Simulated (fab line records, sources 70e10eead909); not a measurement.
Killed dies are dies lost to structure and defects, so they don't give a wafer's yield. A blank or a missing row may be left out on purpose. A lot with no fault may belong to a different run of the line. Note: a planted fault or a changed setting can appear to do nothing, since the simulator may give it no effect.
Comparing a struck lot with a sound one :: flow nand harc :: 15 steps out of a route of 1159
Sound: the wafers L639.2, L639.3, L639.6. Struck: wafers L649.3, L649.5, L649.6. The cause is given at the end.
At each step with rows: each side's tool, then ch and its chambers, then its first start. Under that, the readings that differ: sound wafers :: struck wafers :: difference of the means :: sigmas: that difference in standard deviations of wafers without a fault.
alike: words and numbers the same on both sides, and readings whose means are apart by under 2 such deviations; not compared: readings that were withheld, readings missing a value for some wafer, numbers with overlapping values and no deviation given by the record, and bounds like >300 which may hide the same value.
The two part at a step that has a row with sigmas, a row that says differs or no value, or rows on one side only. When numbers do not overlap yet have no deviation, they are printed without sigmas and do not part them. Lack of a reading on every wafer of one side parts them only where that side has two or more wafers.

first, 1 step without rows for these wafers: NHARC_P_ZERO_WELL_HARDBAKE_25 (time 80 s).
NHARC_P_ZERO_WELL_DESCUM_26: chemistry O2, time 3 s.
  sound on rie diel-02 ch 2,3, day 2 02:40; struck on rie diel-07 ch 0,1,2, day 4 14:47
  alike: chamber pressure mTorr, drypump motor current A, oes product au, rf vpp V, showerhead plenum p Torr, throttle valve pct
  not compared: rf hours counter h
then, 10 steps without rows for these wafers: NHARC_P_ZERO_WELL_IMPLANT_27; NHARC_P_ZERO_WELL_IMPLANT_57; NHARC_P_ZERO_WELL_IMPLANT_58; NHARC_P_ZERO_WELL_STRIP_28 (strips in SPM, time 840 s); NHARC_P_ZERO_WELL_DEHYDRATE_29 (time 120 s); NHARC_P_ZERO_WELL_HMDS_30 (time 30 s); NHARC_P_ZERO_WELL_COAT_31; NHARC_P_ZERO_WELL_SOFTBAKE_32 (time 95 s); NHARC_P_ZERO_WELL_EBR_33; NHARC_P_ZERO_WELL_EXPOSE_34 (exposes mask P PWELL, target cd 720 nm).
NHARC_P_ZERO_WELL_PEB_35: peb time 85 s.
  sound on litho track-03 ch 0, day 2 04:02; struck on litho track-03 ch 0, day 4 16:01
reading: heater power total W (W)
sound: 163.61 163.86 164.29
struck: 168.06 167.88 167.54
difference: +3.91
sigmas: +14

reading: plate temp C (C)
sound: 117.97 117.83 117.94
struck: 119.75 119.90 119.97
difference: +1.96
sigmas: +14
then, 1 step without rows for these wafers: NHARC_P_ZERO_WELL_DEVELOP_36 (time 70 s).
NHARC_END_SORT_01:
  the record has rows for the sound wafers here (prober-02 ch 0, day 21 08:32) and none for the struck ones

## WHERE THEY PART
At NHARC_P_ZERO_WELL_PEB_35 first; at NHARC_END_SORT_01 last (within this record only).

WHY: what had been put in by the simulator
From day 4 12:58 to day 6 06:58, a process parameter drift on litho track-03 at NHARC_P_ZERO_WELL_PEB_35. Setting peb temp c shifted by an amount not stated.
